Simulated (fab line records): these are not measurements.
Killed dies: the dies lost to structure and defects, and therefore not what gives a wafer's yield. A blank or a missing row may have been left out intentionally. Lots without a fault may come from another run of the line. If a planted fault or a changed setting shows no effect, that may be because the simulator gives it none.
Split-lot trial    flow n5_finfet    21 wafers read across 7 lots, on a route 1938 steps long

## THE SPLIT
At N5_BEOL_M15_COAT_22 (resist thk 800 nm), the setting spin_rpm was moved away from the recipe's 1704 rpm on 4 of the 21 wafers read, by -10.9% to -3.0%. All remaining wafers had this setting at the recipe value.

## FROM THE SPLIT TO THE READING: what the file shows between them, 4 steps
- N5_BEOL_M15_EBR_24
- N5_BEOL_M15_SOFTBAKE_23: time 60 s
- N5_BEOL_M15_DESCUM_33: chemistry O2, time 7.9 s
- N5_BEOL_M15_ETCH_61: etches BARC in N2/H2, target depth 89 nm, overetch 26.7 nm, time 67.9 s

## THE READING
coat_of_BEOL_M15_COAT_22.thk_nm (the simulator's own value, which no gauge read), in nm, at N5_BEOL_M15_TRENCH_ETCH_34 (etches SiO2 in C4F8/O2/Ar, target depth 872.93 nm, time 199 s). The file does not state a usual value for it. The 17 wafers here that ran the recipe average 542.5 nm, standard deviation 5.8 nm.

wafer   tool, chamber at the split  spin_rpm as run, rpm  against the recipe  coat_of_BEOL_M15_COAT_22.thk_nm, nm  against lot-mates on the recipe
L077.1  litho_track-01, 0           1704                  recipe              554.8                                -
L077.3  litho_track-01, 0           1704                  recipe              546.2                                -
L077.4  litho_track-01, 0           1704                  recipe              545.8                                -
L078.1  litho_track-05, 0           1704                  recipe              542                                  -
L078.2  litho_track-05, 0           1653                  -3.0%               563.8                                +20.7
L078.4  litho_track-05, 0           1704                  recipe              544.2                                -
L079.1  litho_track-04, 0           1519                  -10.9%              583.4                                +48.4
L079.2  litho_track-04, 0           1704                  recipe              535                                  -
L079.6  litho_track-04, 0           1519                  -10.9%              582.8                                +47.8
L082.2  litho_track-04, 0           1704                  recipe              535.6                                -
L082.4  litho_track-04, 0           1704                  recipe              539.4                                -
L082.5  litho_track-04, 0           1704                  recipe              532.8                                -
L083.1  litho_track-04, 0           1704                  recipe              546.8                                -
L083.2  litho_track-04, 0           1704                  recipe              544.8                                -
L083.6  litho_track-04, 0           1704                  recipe              550.8                                -
L087.1  litho_track-01, 0           1704                  recipe              536.4                                -
L087.2  litho_track-01, 0           1704                  recipe              545                                  -
L087.4  litho_track-01, 0           1704                  recipe              544.4                                -
L089.1  litho_track-01, 0           1704                  recipe              535.8                                -
L089.2  litho_track-01, 0           1554                  -8.8%               577.4                                +38.2
L089.4  litho_track-01, 0           1704                  recipe              542.6                                -

THE FIT
A straight line over all 21 wafers: coat_of_BEOL_M15_COAT_22.thk_nm changes by -3.85 nm for each +1% of spin_rpm; r = -0.93; the points scatter about the line by 5.9 nm.
The same after taking each lot's own level away (the mean of its wafers on the recipe; 21 wafers): -4.45 nm for each +1%; r = -0.98; scatter 3.4 nm.
That fit puts the effect of the largest move of spin_rpm on the reading at 48 nm.
From 535.00 to 548.93 nm: that is the span of the lots' own levels, equal to 2.4 times the standard deviation above.
In other words, the slope is changed by the lot-to-lot level; the two fits disagree.
Check: for one of the wafers moved furthest among these (-10.9%), held out of the fit, the line's prediction against its lot-mates is +48.7 nm. Against them it came out at +48.4 nm.

## THESE WAFERS: OTHER SPLITS
Before the reading, these wafers also passed through other splits. Each is held against what the fit with the lots' levels taken away leaves over:
other split on the same wafers  wafers away from the commonest value  r with coat_of_BEOL_M15_COAT_22.thk_nm (lot level and that fit taken away)
N5_BEOL_M14_COAT_04 spin_rpm    11                                    +0.27

## THE WHOLE CHAIN: every reading that the file lists as answering this split, in the file's order
step                        what it does                                                   reading                                                                           change (the file's fit)               r (the file's)
N5_BEOL_M15_COAT_22         resist thk 800 nm                                              coat_of_BEOL_M15_COAT_22.thk_nm (the simulator's own value, which no gauge read)  -4.22 nm for each +1% of the setting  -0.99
N5_BEOL_M15_TRENCH_ETCH_34  etches SiO2 in C4F8/O2/Ar, target depth 872.93 nm, time 199 s  coat_of_BEOL_M15_COAT_22.thk_nm (the simulator's own value, which no gauge read)  -4.5 nm for each +1% of the setting   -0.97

## THE FILE'S OWN FIT
coat_of_BEOL_M15_COAT_22.thk_nm changes by -4.5 nm for each +1% of spin_rpm, r = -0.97.
